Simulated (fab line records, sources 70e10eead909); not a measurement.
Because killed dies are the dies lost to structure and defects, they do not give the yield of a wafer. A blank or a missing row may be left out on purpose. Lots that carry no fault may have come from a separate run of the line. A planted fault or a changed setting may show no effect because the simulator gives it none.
Which tool did it? ; flow nand harc ; 10 lots with 30 wafers sampled at 6 steps, on a route of 1302 steps

WHAT EACH GAUGE READ, for each wafer
NHARC_A_CHANNEL_HOLE_D1_CD_MEAS_30. Usual: cd nm at 90.4 nm, with a standard deviation of 1.4.
lot;measured;on;cd nm (nm);flag
L483;day 9 00:20;cd sem-03;88.3 89.2 90.6;
L485;day 9 13:50;cd sem-01;87.1 92.2 90.3;
L486;day 10 05:48;cd sem-02;88.4 90.1 90.4;
L487;day 10 13:54;cd sem-03;90.7 89.1 87.8;
L489;day 11 04:46;cd sem-02;92.2 90.5 89.4;
L491;day 12 08:30;cd sem-01;91.9 88.8 92.4;
L494;day 13 07:53;cd sem-02;90.3 89.9 89.5;
L496;day 14 04:04;cd sem-01;89.5 90.2 90.0;
L503;day 17 04:12;cd sem-03;90.8 90.7 90.3;
L502;day 17 08:36;cd sem-01;90.6 88.8 92.4;

NHARC_END_WLT_00. Usual: VT_DECK1_BOTTOM 0.874, standard deviation 0.0072; VT_DECK1_BOTTOM_INNER 0.874, standard deviation 0.0074; VT_DECK1_MEDIAN_NEAR_BOTTOM 0.874, standard deviation 0.0069; VT_DECK1_MEDIAN_NEAR_BOTTOM_INNER 0.875, standard deviation 0.0079; VT_DECK1_MIDDLE 0.887, standard deviation 0.0062; VT_DECK1_MIDDLE_INNER 0.886, standard deviation 0.0069; VT_DECK1_TOP 0.897, standard deviation 0.0069; VT_DECK1_TOP_INNER 0.897, standard deviation 0.0074; VT_DECK2_BOTTOM 0.871, standard deviation 0.0096; VT_DECK2_BOTTOM_INNER 0.871, standard deviation 0.0095; VT_DECK2_MEDIAN_NEAR_BOTTOM 0.872, standard deviation 0.0097; VT_DECK2_MEDIAN_NEAR_BOTTOM_INNER 0.872, standard deviation 0.0095; VT_DECK2_MIDDLE 0.885, standard deviation 0.0086; VT_DECK2_MIDDLE_INNER 0.883, standard deviation 0.0082; VT_DECK2_TOP 0.895, standard deviation 0.008; VT_DECK2_TOP_INNER 0.895, standard deviation 0.0083.
lot;measured;on;VT_DECK1_BOTTOM;VT_DECK1_BOTTOM_INNER;VT_DECK1_MEDIAN_NEAR_BOTTOM;VT_DECK1_MEDIAN_NEAR_BOTTOM_INNER;VT_DECK1_MIDDLE;VT_DECK1_MIDDLE_INNER;VT_DECK1_TOP;VT_DECK1_TOP_INNER;VT_DECK2_BOTTOM;VT_DECK2_BOTTOM_INNER;VT_DECK2_MEDIAN_NEAR_BOTTOM;VT_DECK2_MEDIAN_NEAR_BOTTOM_INNER;VT_DECK2_MIDDLE;VT_DECK2_MIDDLE_INNER;VT_DECK2_TOP;VT_DECK2_TOP_INNER;flag
L483;day 24 05:31;prober-01;0.866 0.870 0.873;0.874 0.864 0.877;0.880 0.870 0.880;0.872 0.870 0.881;0.886 0.886 0.885;0.884 0.883 0.892;0.893 0.890 0.900;0.909 0.898 0.901;0.878 0.865 0.859;0.869 0.874 0.862;0.870 0.868 0.856;0.869 0.872 0.859;0.888 0.884 0.879;0.883 0.880 0.879;0.889 0.888 0.897;0.889 0.890 0.892;
L485;day 24 15:47;prober-02;0.876 0.891 0.882;0.871 0.893 0.881;0.870 0.889 0.876;0.875 0.890 0.888;0.895 0.898 0.893;0.894 0.905 0.906;0.906 0.911 0.906;0.908 0.917 0.901;0.863 0.860 0.875;0.868 0.860 0.854;0.867 0.861 0.863;0.874 0.855 0.867;0.881 0.877 0.875;0.874 0.877 0.871;0.883 0.887 0.877;0.883 0.884 0.887;
L486;day 25 14:56;prober-02;0.857 0.874 0.874;0.874 0.864 0.878;0.861 0.873 0.878;0.865 0.875 0.874;0.886 0.884 0.883;0.883 0.885 0.879;0.892 0.895 0.897;0.896 0.891 0.895;0.874 0.879 0.873;0.884 0.883 0.877;0.881 0.883 0.875;0.885 0.878 0.873;0.899 0.893 0.895;0.901 0.896 0.894;0.904 0.902 0.898;0.896 0.910 0.907;
L487;day 26 08:35;prober-01;0.885 0.876 0.866;0.884 0.880 0.871;0.877 0.879 0.875;0.888 0.872 0.873;0.887 0.894 0.883;0.893 0.901 0.887;0.902 0.913 0.899;0.906 0.909 0.901;0.870 0.863 0.866;0.878 0.868 0.863;0.877 0.862 0.865;0.872 0.865 0.861;0.895 0.875 0.879;0.877 0.880 0.871;0.890 0.900 0.887;0.900 0.893 0.891;
L489;day 26 00:45;prober-01;0.883 0.877 0.875;0.883 0.882 0.877;0.883 0.881 0.872;0.886 0.875 0.887;0.883 0.887 0.889;0.892 0.896 0.888;0.903 0.904 0.894;0.904 0.896 0.897;0.861 0.870 0.878;0.865 0.872 0.869;0.864 0.879 0.874;0.863 0.874 0.861;0.877 0.883 0.887;0.881 0.886 0.880;0.893 0.900 0.888;0.885 0.899 0.904;
L491;day 27 14:01;prober-02;0.865 0.862 0.866;0.865 0.860 0.864;0.867 0.861 0.867;0.874 0.860 0.869;0.882 0.869 0.883;0.876 0.877 0.877;0.893 0.882 0.891;0.886 0.885 0.882;0.866 0.866 0.871;0.865 0.868 0.876;0.861 0.868 0.871;0.865 0.864 0.876;0.875 0.879 0.881;0.874 0.876 0.885;0.889 0.894 0.891;0.892 0.883 0.891;
L494;day 29 09:08;prober-01;0.867 0.873 0.864;0.872 0.866 0.868;0.869 0.857 0.865;0.865 0.862 0.875;0.883 0.873 0.884;0.882 0.883 0.883;0.898 0.892 0.885;0.885 0.892 0.895;0.862 0.877 0.866;0.870 0.873 0.878;0.866 0.881 0.878;0.876 0.885 0.877;0.881 0.887 0.887;0.886 0.886 0.888;0.895 0.901 0.899;0.902 0.893 0.896;
L496;day 29 09:10;prober-02;0.873 0.876 0.879;0.867 0.865 0.879;0.880 0.878 0.867;0.862 0.880 0.868;0.890 0.888 0.886;0.887 0.883 0.883;0.896 0.903 0.899;0.895 0.895 0.894;0.887 0.879 0.883;0.888 0.874 0.890;0.891 0.882 0.878;0.894 0.888 0.874;0.893 0.894 0.889;0.889 0.888 0.891;0.900 0.889 0.887;0.890 0.898 0.892;
L503;day 32 16:44;prober-01;0.847 0.848 0.860;0.858 0.851 0.850;0.856 0.856 0.847;0.856 0.848 0.857;0.855 0.865 0.864;0.856 0.863 0.864;0.869 0.869 0.868;0.870 0.870 0.873;0.876 0.874 0.865;0.882 0.887 0.875;0.883 0.882 0.872;0.876 0.873 0.876;0.902 0.896 0.895;0.896 0.898 0.898;0.911 0.917 0.909;0.909 0.908 0.904;OFF
L502;day 32 18:30;prober-02;0.855 0.846 0.857;0.853 0.854 0.861;0.859 0.851 0.857;0.854 0.851 0.860;0.866 0.863 0.865;0.860 0.860 0.871;0.871 0.868 0.876;0.875 0.863 0.870;0.870 0.863 0.857;0.856 0.872 0.865;0.858 0.876 0.865;0.860 0.870 0.858;0.875 0.881 0.871;0.872 0.878 0.867;0.886 0.880 0.891;0.883 0.889 0.887;OFF

NHARC_END_SORT_01. Usual: killed at array 56, standard deviation 17; killed at other 1.2, standard deviation 1.4; killed at periphery 4, standard deviation 3.2; killed dies 61, standard deviation 16; killed open 3.6, standard deviation 2.1; killed short 2.7, standard deviation 1.8.
lot;measured;on;killed at array;killed at other;killed at periphery;killed dies;killed open;killed short;flag
L494;day 29 12:08;prober-01;74 80 77;0 2 0;4 3 2;78 85 79;5 1 4;3 3 2;

WHAT TOOL EACH LOT RAN ON (gives the tool, then ch and the chambers of the sampled wafers, and finally the start)
lot;NHARC_A_CHANNEL_HOLE_D1_ETCH_33;NHARC_A_CHANNEL_FILL_D1_ALD_02;NHARC_A_CHANNEL_FILL_D1_STRIP_28
L483;har etch-01 ch 0,1, day 8 22:53;ald hk-01 ch 0,1,3, day 9 00:56;rie diel-11 ch 0,3, day 10 01:10
L485;har etch-02 ch 0,1, day 9 12:17;ald hk-01 ch 0,1,2, day 9 14:13;rie diel-02 ch 1,2,3, day 10 14:25
L486;har etch-02 ch 0,1, day 10 04:17;ald hk-03 ch 1,2,3, day 10 06:14;rie diel-09 ch 0,3, day 11 06:36
L487;har etch-01 ch 0,1, day 10 12:21;ald hk-01 ch 1,2,3, day 10 14:22;rie diel-02 ch 0,1,3, day 11 15:38
L489;har etch-01 ch 0,1, day 11 03:13;ald hk-03 ch 0,2,3, day 11 05:53;rie diel-11 ch 0,1,3, day 12 07:21
L491;har etch-02 ch 0, day 12 06:58;ald hk-03 ch 0,1,2, day 12 08:52;rie diel-11 ch 1,2, day 13 11:05
L494;har etch-02 ch 0, day 13 06:07;ald hk-04 ch 1,2, day 13 10:42;rie diel-11 ch 0,2,3, day 14 11:01
L496;har etch-01 ch 0,1, day 14 02:31;ald hk-01 ch 0,1,3, day 14 04:35;rie diel-11 ch 0,1,3, day 15 05:00
L503;har etch-01 ch 1, day 17 02:41;ald hk-01 ch 0,3, day 17 04:35;rie diel-02 ch 0,1,2, day 18 04:51
L502;har etch-01 ch 0,1, day 17 06:49;ald hk-01 ch 0,2,3, day 17 09:04;rie diel-11 ch 2,3, day 18 09:54
- NHARC_A_CHANNEL_HOLE_D1_ETCH_33: etches the open film in C4F8/O2/Ar, time 90 s, target depth 400 nm.
- NHARC_A_CHANNEL_FILL_D1_ALD_02: deposits SiO2, target thk 6 nm, pulse time 10 s, ald cycles 60.
- NHARC_A_CHANNEL_FILL_D1_STRIP_28: strips in O2, time 20 s.

WHAT THE TOOLS THEMSELVES READ (means of the sampled wafers that have a number; where no wafer has one, the mark that the record gives instead)
NHARC_A_CHANNEL_HOLE_D1_ETCH_33. Usual: drypump motor current A 5.2 A, standard deviation 0.53; showerhead plenum p Torr 3.73 Torr, standard deviation 0.037; throttle valve pct 27.620 %, standard deviation 0.009.
lot;tool;drypump motor current A (A);showerhead plenum p Torr (Torr);throttle valve pct (%);flag
L483;har etch-01;5.1;3.77;27.625;
L485;har etch-02;4.8;3.75;27.625;
L486;har etch-02;5.0;3.77;27.636;
L487;har etch-01;5.1;3.76;27.625;
L489;har etch-01;5.5;3.75;27.620;
L491;har etch-02;4.7;3.70;27.624;
L494;har etch-02;4.7;3.68;27.611;
L496;har etch-01;5.5;3.73;27.611;
L503;har etch-01;4.7;3.71;27.619;
L502;har etch-01;5.2;3.70;27.623;

NHARC_A_CHANNEL_FILL_D1_ALD_02. Usual: heater power outer w 268 W, standard deviation 29; heater power w 472 W, standard deviation 56; precursor pulse height rel 1.002, standard deviation 0.019.
lot;tool;heater power outer w (W);heater power w (W);precursor pulse height rel;flag
L483;ald hk-01;267;452;1.016;
L485;ald hk-01;287;493;0.992;
L486;ald hk-03;274;455;1.011;
L487;ald hk-01;284;483;0.996;
L489;ald hk-03;280;496;0.973;
L491;ald hk-03;266;459;1.003;
L494;ald hk-04;255;477;1.003;
L496;ald hk-01;254;443;0.999;
L503;ald hk-01;244;420;1.004;
L502;ald hk-01;256;444;1.003;

NHARC_A_CHANNEL_FILL_D1_STRIP_28. Usual: drypump motor current A 5.6 A, standard deviation 0.37; oes product au 0.999 a.u., standard deviation 0.015; rf vpp V 57.9 V, standard deviation 0.92; showerhead plenum p Torr 3.52 Torr, standard deviation 0.1; throttle valve pct 17.036 %, standard deviation 0.0093.
lot;tool;drypump motor current A (A);oes product au (a.u.);rf vpp V (V);showerhead plenum p Torr (Torr);throttle valve pct (%);flag
L483;rie diel-11;5.5;0.991;58.6;3.49;17.027;
L485;rie diel-02;5.8;1.011;58.8;3.57;17.042;
L486;rie diel-09;5.7;1.023;57.5;3.48;17.038;
L487;rie diel-02;5.7;0.997;58.0;3.49;17.039;
L489;rie diel-11;5.7;1.001;57.7;3.49;17.040;
L491;rie diel-11;5.6;0.983;58.1;3.52;17.033;
L494;rie diel-11;5.4;0.989;56.9;3.52;17.034;
L496;rie diel-11;5.7;1.004;58.0;3.49;17.033;
L503;rie diel-02;5.6;0.994;58.1;3.47;17.032;
L502;rie diel-11;5.3;0.990;58.6;3.51;17.042;

THE ANSWER, worked out from the rows above alone
Rule: a lot counts as off when the mean over its wafers that have a number is more than 3 standard deviations away from the usual mean. Also off: a lot with no number at a reading for which 4 or more lots have one. All remaining lots with rows at the step are treated as sound. First the gauges in route order, then the tools' own readings, where a lot's mean is used as printed above. At the first step where some lot is off, the reading lying furthest off is the one used; lots without a number count as furthest.
Off: L503, L502, seen at NHARC_END_WLT_00 (VT_DECK1_MIDDLE).
If a tool, at a process step before that reading, ran all the lots that are off and no sound lot after the first of them, it fits. The gauges at NHARC_END_WLT_00 are tried like those tools. Can't be told from this: 2 tools fit, har etch-01 at NHARC_A_CHANNEL_HOLE_D1_ETCH_33, ald hk-01 at NHARC_A_CHANNEL_FILL_D1_ALD_02.

WHAT THE SIMULATOR HAD PUT IN
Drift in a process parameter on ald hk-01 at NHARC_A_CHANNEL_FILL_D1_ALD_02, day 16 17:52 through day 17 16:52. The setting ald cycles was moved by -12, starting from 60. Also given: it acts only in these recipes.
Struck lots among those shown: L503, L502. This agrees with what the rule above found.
